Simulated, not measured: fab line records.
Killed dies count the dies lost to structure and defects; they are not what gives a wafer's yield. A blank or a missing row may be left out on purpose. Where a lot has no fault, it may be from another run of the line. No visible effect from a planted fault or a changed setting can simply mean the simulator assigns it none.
fab line records    flow n5Finfet
record: lots: 4  wafers: 10  lastDay: 16
route steps=1938 shown BEOL_M4@1099 BEOL_M5@1112 PASSIVATION@1936
lots that met no fault: taken from a fault-free run of the same line
startH: start of the lot's first displayed wafer, in hours after the record's first day    waitH: how many hours have passed since the lot's step before this one    " same as the row above    L1.1+2: a single row standing in for several wafers    - either no value or no given start    * or withheld: withheld    < > ~ a bound
route shown NAME@n: NAME is a module with steps in the file, n the number in the route of the first one    usual: the fault-free wafers' mean and standard deviation    same: alike in all rows    chamber/n: place in a boat    sites: readings site by site    _std_site: how widely they spread, as a standard deviation    _edge_site: the outer-site mean with the inner-site mean subtracted    radiusMm: how far each site lies from the wafer's centre    mask NAME#n: copy n    behind: the tool/chamber that last shaped the wafer    hold: the reason the lot was held/the length of the hold in hours/how it ended    device: transistor that didn't switch, given as n, p or np    end of line: tests of these same wafers at the route's end    for a step that has no rows: nothing shown but its recipe    killed: at the first sort, the dies lost to defects and structure; wafer yield is something else    map: a wafer's dies, marking killed ones x, the rest . and places with no die _
set.NAME: the setting that was run; set.NAME@STEP: the one run at that earlier step    model.NAME: the simulator's own value behind a step, which no gauge read
certain route steps with their lots: each step a table, each wafer a row
services: a tool's chamber out of use, with start hour (startH, from the record's first day; less than 0 if before it), hours out, and reason
== steps ==
step: N5_BEOL_M4_ANNEAL_95
recipe: tempC: 400  timeS: 240  ambient: vacuum
step: N5_BEOL_M4_SPUTTER_96
recipe: material: Cu  targetThkA: 45  tempC: -20  chamberPressurePa: 0.07  powerW: withheld  timeS: 8.29
step: N5_BEOL_M4_ECD_50
recipe: material: Cu  targetThkA: 3000
step: N5_BEOL_M4_ANNEAL_51
recipe: tempC: 225  timeS: 90  ambient: N2
step: N5_BEOL_M4_CMP_52
recipe: stopOn: SiOC  tOverpolishS: 6.8  downForcePsi: 1  platenRpm: 50  clearingPlatenDownForcePsi: 1.5  clearingPlatenRpm: 50  postCmpClean: cuAlkaline  targetThkNm: 40  clearingPlatenPadVelocityMS: 0.99484  padVelocityMS: 0.99484
step: N5_BEOL_M4_PRE_CLEAN_60
recipe: gas: NH3/H2  timeS: 15  tempC: *  rfPowerW: 300
step: N5_BEOL_M4_CO_CAP_55
recipe: material: Co  targetThkA: 20  tempC: 200  precursor: CCTBA/H2  pressureTorr: 30  timeS: 102.1
step: N5_BEOL_M4_PRE_CLEAN_56
recipe: gas: NH3  timeS: 15  tempC: withheld  rfPowerW: 300
step: N5_BEOL_M4_DEP_57
recipe: material: SiCN  targetThkA: 80  tempC: withheld  precursor: 3MS/NH3  pressureTorr: 3  rfW: 202  timeS: 14
step: N5_BEOL_M4_RC_MEAS_101
usual: DIBL_N: 36.0/2  DIBL_P: 35.9/2.5  IOFF_N: 0.16/0.038  IOFF_P: 0.21/0.04  ION_N: 675/14  ION_P: 462/9.4  SS_N: 71.5/0.75  SS_P: 73.2/0.74  VT_N: 250/3.9  VT_P: -251/3.2
lot.wafer  tool       chamber  startH  waitH  DIBL_N[mV/V]  DIBL_P[mV/V]  IOFF_N[nA/um]  IOFF_P[nA/um]  ION_N[uA/um]  ION_P[uA/um]  SS_N[mV/dec]  SS_P[mV/dec]  VT_N[mV]  VT_P[mV]
L171.1     prober-01  0        178.45  0.0    32.7          29.8          0.12           0.16           666           460           70.3          71.8          252       -252
L171.3     "          0        "       "      36.5          35.1          0.18           0.23           690           469           71.6          73.2          246       -249
L171.4     "          0        "       "      37.7          36.1          0.22           0.26           700           476           70.9          73.6          241       -248
L180.5     prober-02  0        250.08  0.6    37.5          38.2          0.17           0.21           671           453           72.0          73.8          248       -251
L180.6     "          0        "       "      35.7          38.0          0.14           0.21           654           455           71.7          73.3          252       -250
L184.4     prober-01  0        268.41  0.5    38.6          39.2          0.21           0.26           683           472           72.2          73.0          248       -248
L184.5     "          0        "       "      35.1          36.1          0.15           0.20           675           463           70.7          72.5          248       -251
L189.1     prober-01  0        276.56  0.0    35.5          36.7          0.14           0.21           681           474           70.7          73.0          253       -249
L189.4     "          0        "       "      36.1          37.4          0.15           0.21           677           469           71.4          73.4          250       -250
L189.6     "          0        "       "      34.8          36.1          0.13           0.19           671           464           71.2          73.0          255       -250
step: N5_BEOL_M5_ILD_DEP_00
recipe: material: SiCOH_lowk  targetThkA: 1406.4  tempC: 300  precursor: DEMS/porogen  pressureTorr: 5  rfW: 500  timeS: 25.9
step: N5_BEOL_M5_CURE_79
recipe: tempC: 385  timeS: 240  ambient: He/Ar  material: SiCOH_lowk
step: N5_BEOL_M5_PECVD_70
recipe: material: SiO2  targetThkA: 160  tempC: 400  precursor: TEOS/O2  pressureTorr: 5.5  rfW: 450  teosFlowSccm: 53.8  gas: O2  flowSccm: 3000  timeS: 18
step: N5_BEOL_M5_HM_DEP_02
recipe: material: TiN  targetThkA: 200  tempC: 25  chamberPressurePa: 0.49996
step: N5_BEOL_M5_COAT_59
recipe: resist: SOC  tempC: 250  timeS: 60  spinRpm: 1500  resistThkNm: 60
step: N5_BEOL_M5_COAT_60
recipe: resist: SiARC  tempC: 220  timeS: 60  spinRpm: 1500  resistThkNm: 12
step: N5_BEOL_M5_COAT_71
recipe: resist: underlayer  tempC: 205  timeS: 60  spinRpm: 1500  resistThkNm: 5
step: N5_BEOL_M5_COAT_05
recipe: resist: CAR-EUV  spinRpm: 1500  resistThkNm: 30
step: N5_BEOL_M5_EBR_07
recipe: solvent: PGMEA  ebrWidthMm: 1.5
step: N5_BEOL_M5_SOFTBAKE_06
recipe: tempC: 110  timeS: 60  resist: CAR-EUV
step: N5_BEOL_M5_EXPOSE_08
recipe: maskId: M5  na: 0.33  sourceShape: annular  sigmaInner: 0.4  sigmaOuter: 0.8  polarization: unpolarized  targetCdNm: 28  doseMj: 35.75
step: N5_BEOL_M5_PEB_09
recipe: pebTempC: 100  pebTimeS: 60  resist: CAR-EUV
step: N5_BEOL_M5_DEVELOP_10
recipe: developTimeS: 30  developer: TMAH  resist: CAR-EUV  rinseLiquid: surfactantRinse  dry: airSpin  devTempC: 23
step: N5_BEOL_M5_DESCUM_16
recipe: chemistry: O2  timeS: 7  sourcePowerW: 50  biasPowerW: 20  pressureMtorr: 20  rfFrequencyHz: 2.712e+07  tempC: 40  resist: CAR-EUV  o2FlowSccm: 225
step: N5_BEOL_M5_ETCH_72
recipe: chemistry: N2/H2  target: underlayer  targetDepthA: 65  maskMaterial: CAR-EUV  timeS: 5.2  ionEnergyEv: 200  pressureMtorr: 30  sourceW: 840  biasW: 150  n2FlowSccm: 200  h2FlowSccm: 200  ends: cleared
step: N5_BEOL_M5_ETCH_61
recipe: chemistry: CF4  target: SiARC  targetDepthA: 156  maskMaterial: CAR-EUV  timeS: 26  ionEnergyEv: 80  pressureMtorr: 40  sourceW: 545  biasW: 36  Ar_flow_sccm: 100  cf4FlowSccm: 100  ends: cleared
step: N5_BEOL_M5_ETCH_62
recipe: chemistry: N2/H2  target: SOC  targetDepthA: 750  overetchA: 150  maskMaterial: SiARC  tempC: 40  timeS: 112.5  ionEnergyEv: 200  pressureMtorr: 30  sourceW: 840  biasW: 150  n2FlowSccm: 200  h2FlowSccm: 200
step: N5_BEOL_M5_STRIP_63
recipe: chemistry: N2/H2  tempC: 40  n2FlowSccm: 200  h2FlowSccm: 200  rfFrequencyHz: 6e+07
step: N5_BEOL_M5_STRIP_73
recipe: chemistry: N2/H2  tempC: 40  n2FlowSccm: 200  h2FlowSccm: 200  rfFrequencyHz: 6e+07
step: N5_BEOL_M5_STRIP_64
recipe: chemistry: CF4  resist: SiARC  powerW: 300  biasPowerW: 75  pressureMtorr: 50  cf4FlowSccm: 150  rfFrequencyHz: 6e+07
step: N5_BEOL_M5_HM_OPEN_17
recipe: chemistry: Cl2/BCl3  targetDepthA: 200  overetchA: 60  target: TiN  maskMaterial: SOC  ionEnergyEv: 150  pressureMtorr: 10  icpW: 1000  biasW: 126  Cl2_flow_sccm: 53.25  bcl3FlowSccm: 21.75  Ar_flow_sccm: 25
step: N5_BEOL_M5_STRIP_19
recipe: chemistry: O2  powerW: 400  tempC: 40  pressureMtorr: 30  rfFrequencyHz: 6e+07  biasPowerW: 0  overashFraction: 0.2  o2FlowSccm: 225
step: N5_BEOL_M5_COAT_65
recipe: resist: SOC  tempC: 250  timeS: 60  spinRpm: 1500  resistThkNm: 60
step: N5_BEOL_M5_COAT_66
recipe: resist: SiARC  tempC: 220  timeS: 60  spinRpm: 1500  resistThkNm: 12
step: N5_BEOL_M5_VIA_ETCH_34
recipe: chemistry: C4F6/O2  target: SiCOH_lowk  targetDepthA: 883  maskMaterial: SOC  taperDeg: 4  timeS: 39.2  ionEnergyEv: 250  pressureMtorr: 30  sourceW: 345  biasW: 185  Ar_flow_sccm: 300  C4F6_flow_sccm: 10  O2_flow_sccm: 10
usual: biasW: 185.0/0.54  drypumpMotorCurrentA: 5.5/0.34  oesProductAu: 0.77/0.098  rfVppV: 668/13  showerheadPlenumPTorr: 2.86/0.067  throttleValvePct: 21.0/0.31
lot.wafer  tool        chamber  startH  waitH  biasW  drypumpMotorCurrentA  oesProductAu  rfHoursCounterH  rfVppV  showerheadPlenumPTorr  throttleValvePct  model.etch.depthNm  model.SOC_of_BEOL_M5_COAT_65.thkNm
L171.1     rieDiel-01  0        184.05  0.0    185.9  5.3                   0.87          37               671     2.89                   21.1              90.25               55.8
L171.3     "           3        "       "      185.5  5.2                   0.69          226              667     2.77                   20.9              85.77               56
L171.4     "           2        "       "      186.2  5.9                   0.71          212              680     2.85                   21.5              88.68               56
L180.5     rieDiel-01  1        254.62  0.0    185.3  5.5                   0.53          -                682     2.93                   20.9              48.04               57.8
L180.6     "           3        "       "      184.3  5.2                   0.50          -                668     2.76                   20.9              48.64               57.8
L184.4     rieDiel-01  3        274.25  0.0    184.5  5.2                   0.67          -                666     2.76                   20.9              85.19               56.4
L184.5     "           2        "       "      184.9  5.9                   0.50          -                681     2.84                   21.5              49.53               58
L189.1     rieDiel-02  0        285.18  0.0    185.5  5.9                   0.82          75               675     2.87                   20.8              86.89               56
L189.4     "           1        "       "      186.6  5.9                   0.70          244              657     2.84                   21.0              87.51               56
L189.6     "           2        "       "      185.6  5.6                   0.91          -                688     2.87                   20.4              89.04               56
step: N5_PASSIVATION_PROBE_49
usual: defectLimitedYield: 91.3/1.5  killed_at_M0_to_M3: 33/12  killed_at_M4_up: 15/5.2  killedAtContacts: 12/5.1  killedAtFrontEnd: 39/11  killedAtOther: 5/3.6  killedDies: 103/18  killedOnRim: 14/4.3  killedOpen: 67/13  killedShort: 33/7.8  sort_bin_5_function: 5.1/0.96  sort_bin_6_memory: 3.2/0.71  sortNPass: 1077/18  sortYieldPct: 91.3/1.5
same: grossDies: 1180  killedAtBackSide: 0  sort_bin_4_leakage[%]: 0  sort_bin_8_speed[%]: 0
lot.wafer  tool       chamber  startH  waitH  defectLimitedYield[%]  killed_at_M0_to_M3  killed_at_M4_up  killedAtContacts  killedAtFrontEnd  killedAtOther  killedDies  killedOnRim  killedOpen  killedShort  sort_bin_5_function[%]  sort_bin_6_memory[%]  sortNPass  sortYieldPct[%]
L180.5     prober-02  -        348.65  0.2    0                      26                  1112             11                28                3              1180        152          57          28           97.1                    2.5                   0          0
L180.6     prober-02  -        348.70  0.3    0                      28                  1101             13                36                2              1180        152          68          29           96.2                    3.6                   0          0
L184.4     prober-02  -        366.28  0.2    92.6                   54                  8                7                 13                5              87          13           55          31           4.6                     2.5                   1093       92.6
L184.5     prober-02  -        366.33  0.2    0                      46                  1080             23                29                2              1180        152          77          33           95.5                    4.3                   0          0
killed by level:class
L180.5 BEOL_M5:areaEtch=1095 BEOL_M2:geometricParticle:open=11 MOL_CONTACT_COAG:geometricParticle:open=10 BEOL_M4:geometricParticle:open=6 BEOL_M0_SAQP:geometricParticle:short=6 BEOL_M0_SAQP:geometricParticle:open=6 FIN_SAQP:geometricParticle:short=5 FIN_SAQP:geometricParticle:open=4
L180.6 BEOL_M5:areaEtch=1082 STI_FIN_REVEAL:geometricParticle:open=12 BEOL_M3:geometricParticle:open=11 MOL_CONTACT_COAG:geometricParticle:open=7 FIN_SAQP:geometricParticle:short=6 MOL_CONTACT_COAG:geometricParticle:short=6 BEOL_M2:geometricParticle:open=6 FIN_SAQP:geometricParticle:open=5
L184.4 BEOL_M3:geometricParticle:open=16 BEOL_M0_SAQP:geometricParticle:open=12 BEOL_M0_SAQP:geometricParticle:short=9 STI_FIN_REVEAL:geometricParticle:open=6 BEOL_M3:geometricParticle:short=5 MOL_CONTACT_COAG:geometricParticle:open=4 BEOL_M1:geometricParticle:short=4 MOL_CONTACT_COAG:geometricParticle:short=3
L184.5 BEOL_M5:areaEtch=1067 MOL_CONTACT_COAG:geometricParticle:open=20 STI_FIN_REVEAL:geometricParticle:open=12 BEOL_M1:geometricParticle:open=9 BEOL_M3:geometricParticle:open=9 BEOL_M0_SAQP:geometricParticle:short=7 BEOL_M0_SAQP:geometricParticle:open=6 BEOL_M2:geometricParticle:open=5
map L180.5 (x killed, . not)
_________________xxxxxxxxxxxx________________
______________xxxxxxxxxxxxxxxxxx_____________
___________xxxxxxxxxxxxxxxxxxxxxxxx__________
__________xxxxxxxxxxxxxxxxxxxxxxxxxx_________
________xxxxxxxxxxxxxxxxxxxxxxxxxxxxxx_______
_______xxxxxxxxxxxxxxxxxxxxxxxxxxxxxxxx______
______xxxxxxxxxxxxxxxxxxxxxxxxxxxxxxxxxx_____
_____xxxxxxxxxxxxxxxxxxxxxxxxxxxxxxxxxxxx____
____xxxxxxxxxxxxxxxxxxxxxxxxxxxxxxxxxxxxxx___
___xxxxxxxxxxxxxxxxxxxxxxxxxxxxxxxxxxxxxxxx__
___xxxxxxxxxxxxxxxxxxxxxxxxxxxxxxxxxxxxxxxx__
__xxxxxxxxxxxxxxxxxxxxxxxxxxxxxxxxxxxxxxxxxx_
__xxxxxxxxxxxxxxxxxxxxxxxxxxxxxxxxxxxxxxxxxx_
_xxxxxxxxxxxxxxxxxxxxxxxxxxxxxxxxxxxxxxxxxxxx
_xxxxxxxxxxxxxxxxxxxxxxxxxxxxxxxxxxxxxxxxxxxx
_xxxxxxxxxxxxxxxxxxxxxxxxxxxxxxxxxxxxxxxxxxxx
_xxxxxxxxxxxxxxxxxxxxxxxxxxxxxxxxxxxxxxxxxxxx
_xxxxxxxxxxxxxxxxxxxxxxxxxxxxxxxxxxxxxxxxxxxx
_xxxxxxxxxxxxxxxxxxxxxxxxxxxxxxxxxxxxxxxxxxxx
_xxxxxxxxxxxxxxxxxxxxxxxxxxxxxxxxxxxxxxxxxxxx
_xxxxxxxxxxxxxxxxxxxxxxxxxxxxxxxxxxxxxxxxxxxx
__xxxxxxxxxxxxxxxxxxxxxxxxxxxxxxxxxxxxxxxxxx_
__xxxxxxxxxxxxxxxxxxxxxxxxxxxxxxxxxxxxxxxxxx_
___xxxxxxxxxxxxxxxxxxxxxxxxxxxxxxxxxxxxxxxx__
___xxxxxxxxxxxxxxxxxxxxxxxxxxxxxxxxxxxxxxxx__
____xxxxxxxxxxxxxxxxxxxxxxxxxxxxxxxxxxxxxx___
_____xxxxxxxxxxxxxxxxxxxxxxxxxxxxxxxxxxxx____
______xxxxxxxxxxxxxxxxxxxxxxxxxxxxxxxxxx_____
_______xxxxxxxxxxxxxxxxxxxxxxxxxxxxxxxx______
________xxxxxxxxxxxxxxxxxxxxxxxxxxxxxx_______
__________xxxxxxxxxxxxxxxxxxxxxxxxxx_________
___________xxxxxxxxxxxxxxxxxxxxxxxx__________
______________xxxxxxxxxxxxxxxxxx_____________
_________________xxxxxxxxxxxx________________
map L184.5 (x killed, . not)
_________________xxxxxxxxxxxx________________
______________xxxxxxxxxxxxxxxxxx_____________
___________xxxxxxxxxxxxxxxxxxxxxxxx__________
__________xxxxxxxxxxxxxxxxxxxxxxxxxx_________
________xxxxxxxxxxxxxxxxxxxxxxxxxxxxxx_______
_______xxxxxxxxxxxxxxxxxxxxxxxxxxxxxxxx______
______xxxxxxxxxxxxxxxxxxxxxxxxxxxxxxxxxx_____
_____xxxxxxxxxxxxxxxxxxxxxxxxxxxxxxxxxxxx____
____xxxxxxxxxxxxxxxxxxxxxxxxxxxxxxxxxxxxxx___
___xxxxxxxxxxxxxxxxxxxxxxxxxxxxxxxxxxxxxxxx__
___xxxxxxxxxxxxxxxxxxxxxxxxxxxxxxxxxxxxxxxx__
__xxxxxxxxxxxxxxxxxxxxxxxxxxxxxxxxxxxxxxxxxx_
__xxxxxxxxxxxxxxxxxxxxxxxxxxxxxxxxxxxxxxxxxx_
_xxxxxxxxxxxxxxxxxxxxxxxxxxxxxxxxxxxxxxxxxxxx
_xxxxxxxxxxxxxxxxxxxxxxxxxxxxxxxxxxxxxxxxxxxx
_xxxxxxxxxxxxxxxxxxxxxxxxxxxxxxxxxxxxxxxxxxxx
_xxxxxxxxxxxxxxxxxxxxxxxxxxxxxxxxxxxxxxxxxxxx
_xxxxxxxxxxxxxxxxxxxxxxxxxxxxxxxxxxxxxxxxxxxx
_xxxxxxxxxxxxxxxxxxxxxxxxxxxxxxxxxxxxxxxxxxxx
_xxxxxxxxxxxxxxxxxxxxxxxxxxxxxxxxxxxxxxxxxxxx
_xxxxxxxxxxxxxxxxxxxxxxxxxxxxxxxxxxxxxxxxxxxx
__xxxxxxxxxxxxxxxxxxxxxxxxxxxxxxxxxxxxxxxxxx_
__xxxxxxxxxxxxxxxxxxxxxxxxxxxxxxxxxxxxxxxxxx_
___xxxxxxxxxxxxxxxxxxxxxxxxxxxxxxxxxxxxxxxx__
___xxxxxxxxxxxxxxxxxxxxxxxxxxxxxxxxxxxxxxxx__
____xxxxxxxxxxxxxxxxxxxxxxxxxxxxxxxxxxxxxx___
_____xxxxxxxxxxxxxxxxxxxxxxxxxxxxxxxxxxxx____
______xxxxxxxxxxxxxxxxxxxxxxxxxxxxxxxxxx_____
_______xxxxxxxxxxxxxxxxxxxxxxxxxxxxxxxx______
________xxxxxxxxxxxxxxxxxxxxxxxxxxxxxx_______
__________xxxxxxxxxxxxxxxxxxxxxxxxxx_________
___________xxxxxxxxxxxxxxxxxxxxxxxx__________
______________xxxxxxxxxxxxxxxxxx_____________
_________________xxxxxxxxxxxx________________
== services ==
tool        chamber  startH  hours  kind
rieDiel-02  1        178.83  7.1    repair
rieDiel-02  2        196.07  -      clean
rieDiel-02  2        196.07  -      consumableReplace:focusRing
rieDiel-02  2        196.07  16.8   scheduledDown
rieDiel-02  2        196.07  16.8   ventCycle
rieDiel-01  2        220.13  3.2    repair
rieDiel-02  3        236.85  -      clean
rieDiel-02  3        236.85  -      consumableReplace:focusRing
rieDiel-02  3        236.85  19.3   scheduledDown
rieDiel-02  3        236.85  19.3   ventCycle
rieDiel-02  3        266.56  10.3   repair
rieDiel-01  3        276.92  -      clean
rieDiel-01  3        276.92  -      consumableReplace:focusRing
rieDiel-01  3        276.92  17.9   scheduledDown
rieDiel-01  3        276.92  17.9   ventCycle
== key ==
firstSign: step: N5_PASSIVATION_PROBE_49  reading: killed_at_M4_up  direction: up  sigmas: 99+  usual: 15  struck: 1098
effect: step: N5_PASSIVATION_PROBE_49  reading: sort_bin_5_function  direction: up  sigmas: 95  usual: 5.1  struck: 96.3
modelEffect: step: N5_BEOL_M5_VIA_ETCH_34  value: etch.depthNm  without: 86.43  struck: 48.74
moreKillsBornAt: N5_BEOL_M5_VIA_ETCH_34@rieDiel-01: 3244
metAt N5_BEOL_M5_VIA_ETCH_34
struckWafers L180.5,L180.6,L184.5
laterRowsLeftOut L180.5,L180.6,L184.5
onsetBetween 184.05 254.62
fault: kind: processParameterDrift  tool: rieDiel-01  chamber: -  onsetH: 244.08  steps: N5_BEOL_M5_VIA_ETCH_34  channel: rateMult  offset: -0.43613  shape: step  endH: 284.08  scope: struckWafersOnly
laterRowsLeftOut: the simulator's readings of these wafers behind a module that went badly wrong aren't trusted and aren't shown, but for the sort
